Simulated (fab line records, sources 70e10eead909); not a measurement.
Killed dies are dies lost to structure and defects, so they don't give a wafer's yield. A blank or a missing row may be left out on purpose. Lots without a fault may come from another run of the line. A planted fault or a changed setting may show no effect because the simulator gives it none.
Chamber matching | flow nand_harc | NHARC_P_M2_CMP_23 on cmp-01: 4 sister chambers
The step polishes, t overpolish 20 s, target thk 144.3 nm. 14 wafers are shown with their chamber, then 7 later ones without.

WAFERS WITH THEIR CHAMBER
wafer  | chamber | motor_current_A (A) | time_to_endpoint_s (s) | retaining_ring_pressure_frac
L076.1 | 0       | 11.6                | 30                     | 0.996
L076.2 | 3       | 11.5                | 30                     | 1.001
L076.4 | 2       | 12.3                | 25                     | 1.002
L084.3 | 3       | 11.5                | 29                     | 0.991
L084.5 | 3       | 11.7                | 31                     | 0.998
L084.6 | 2       | 13.2                | 27                     | 1.005
L085.3 | 1       | 11.1                | 31                     | 1.002
L085.4 | 3       | 11.3                | 33                     | 0.999
L085.5 | 1       | 10.7                | 30                     | 1.004
L087.3 | 0       | 11.0                | 30                     | 1.004
L087.5 | 3       | 11.4                | 32                     | 0.994
L087.6 | 0       | 11.0                | 30                     | 0.998
L089.1 | 3       | 11.6                | 29                     | 1.010
L089.4 | 2       | 12.8                | 26                     | 0.998

SIGNATURES (means of the wafers above)
reading                      | chamber 0 | chamber 1 | chamber 2 | chamber 3 | scatter within a chamber
motor_current_A              | 11.200    | 10.900    | 12.767    | 11.500    | 0.288
time_to_endpoint_s           | 30.00     | 30.50     | 26.00     | 30.67     | 1.26
retaining_ring_pressure_frac | 0.99933   | 1.00300   | 1.00167   | 0.99883   | 0.00526
Rule: a wafer's distance from a chamber is the root of the sum, over the readings, of the square of ((its reading less the chamber's mean) divided by the reading's scatter). The wafer belongs to the nearest chamber; if the next one is less than 2 further off, it can't be placed. The scatter: the root of (the sum of the squares of (reading less its chamber's mean) over the shown wafers, divided by (wafers less chambers)).

WAFERS WITHOUT THEIR CHAMBER
wafer  | motor_current_A (A) | time_to_endpoint_s (s) | retaining_ring_pressure_frac
L089.5 | 11.2                | 31                     | 1.003
L090.2 | 11.3                | 30                     | 1.002
L090.3 | 11.4                | 27                     | 1.005
L090.6 | 11.5                | 30                     | 1.000
L095.2 | 10.5                | 27                     | 0.999
L095.4 | 12.7                | 25                     | 1.006
L095.5 | 10.5                | 27                     | 0.992

WHICH CHAMBER EACH WENT THROUGH
wafer  | from the rows above          | in truth
L089.5 | can't be placed: 0 or 1 or 3 | 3
L090.2 | can't be placed: 0 or 3 or 1 | 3
L090.3 | can't be placed: 0 or 3 or 1 | 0
L090.6 | can't be placed: 3 or 0 or 1 | 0
L095.2 | can't be placed: 1 or 0 or 3 | 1
L095.4 | 2                            | 2
L095.5 | can't be placed: 0 or 1 or 3 | 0
Placed correctly: 1 of 7. Can't be placed from these rows: 6 (the true chamber is among the candidates in 6). Placed wrongly: 0.
